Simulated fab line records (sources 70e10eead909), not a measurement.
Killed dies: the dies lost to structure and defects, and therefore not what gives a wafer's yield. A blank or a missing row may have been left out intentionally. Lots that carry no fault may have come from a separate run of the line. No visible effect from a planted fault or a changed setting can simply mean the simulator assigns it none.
Problem report, 8D (eight disciplines) form, completed by code | flow nandHarc | the parts of the form that need people (team, actions taken, sign-off) are left out

1. THE ISSUE
thkNm at NHARC_A_ONON_D1_THK_MEAS_11 reads a mean of 1446 nm on 3 wafers of 2 lots; wafers without a fault read 1001 nm with a standard deviation of 8.5. Measured from the usual mean, that is +52 standard deviations.
The step: measures by ellipsometry.
The first sign was on wafer L570.4 at day 13 06:59, on filmMetro-02. The record has a number at this step for 42 wafers belonging to 14 lots. Rule for "out", or "out of limits": more than 4 standard deviations from the usual mean. The rest of the wafers with a number are treated as sound.

2. WHAT IT IS, AND WHAT IT ISN'T
question                    | is                         | is not
which readings at this step | thkNm                      | -
which lots                  | L570, L571                 | L557, L558, L560, L562, L564, L572, L573, L576, L577, L578, L579, L580
which wafers of those lots  | L570.4, L571.4, L571.6     | L570.3, L570.5, L571.2
read on which gauges        | filmMetro-01, filmMetro-02 | -
when                        | from day 13 06:59          | up to then (17 sound wafers); but 22 sound wafers of L571, L572, L573, L576, L577, L578, L579, L580 came after

3. SUSPECTS, AND WHAT RULES EACH OUT
Counting: any tool at a process step up to the reading remains a suspect provided it ran every lot that is out. Sound lots after the first of them don't rule it out here, since some wafers of a struck lot are sound.
- ruled out: the gauge at NHARC_A_ONON_D1_THK_MEAS_11. The wafers that are out were read on 2 gauges (filmMetro-01, filmMetro-02).
- pecvdOnon-03 at NHARC_A_ONON_D1_DEP_09 (target thk 1000 nm): kept. Every lot that is out went through it, the first being L570 (day 13 06:35); the last sound lot it ran before that was L557 (day 8 01:40).
Remaining after the count: pecvdOnon-03 at NHARC_A_ONON_D1_DEP_09.

4. THE CAUSE (what the simulator had put in)
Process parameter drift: pecvdOnon-03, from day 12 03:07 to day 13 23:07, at NHARC_A_ONON_D1_DEP_09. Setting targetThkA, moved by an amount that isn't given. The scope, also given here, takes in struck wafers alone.
Counting left only this tool.

5. THE EFFECT CHAIN, in route order
Each row: a reading whose mean over the struck wafers that have a number lies more than 3 standard deviations from the usual. Scope: only readings with a usual standard deviation given in the record; hours: median across lots of the time from each lot's start at the first step in this table that gives one to its start at this step; sigmas: change in usual standard deviations.
hours | step                        | reading       | usual   | on struck wafers | change | sigmas
0     | NHARC_A_ONON_D1_THK_MEAS_11 | thkNm         | 1001 nm | 1446             | +445   | +52
398   | NHARC_END_SORT_01           | killedAtArray | 52      | 672              | +620   | +39
398   | NHARC_END_SORT_01           | killedDies    | 57      | 677              | +620   | +39

6. WHAT WOULD HAVE CAUGHT IT SOONER
In this record the first reading out of limits at a measuring or inspecting step was taken at day 13 06:59, 28 hours after the fault began at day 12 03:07.
Of the lots that are out (2), L571 began NHARC_A_ONON_D1_DEP_09 on pecvdOnon-03 after day 13 06:59. Holding the tool at that time would have saved it.
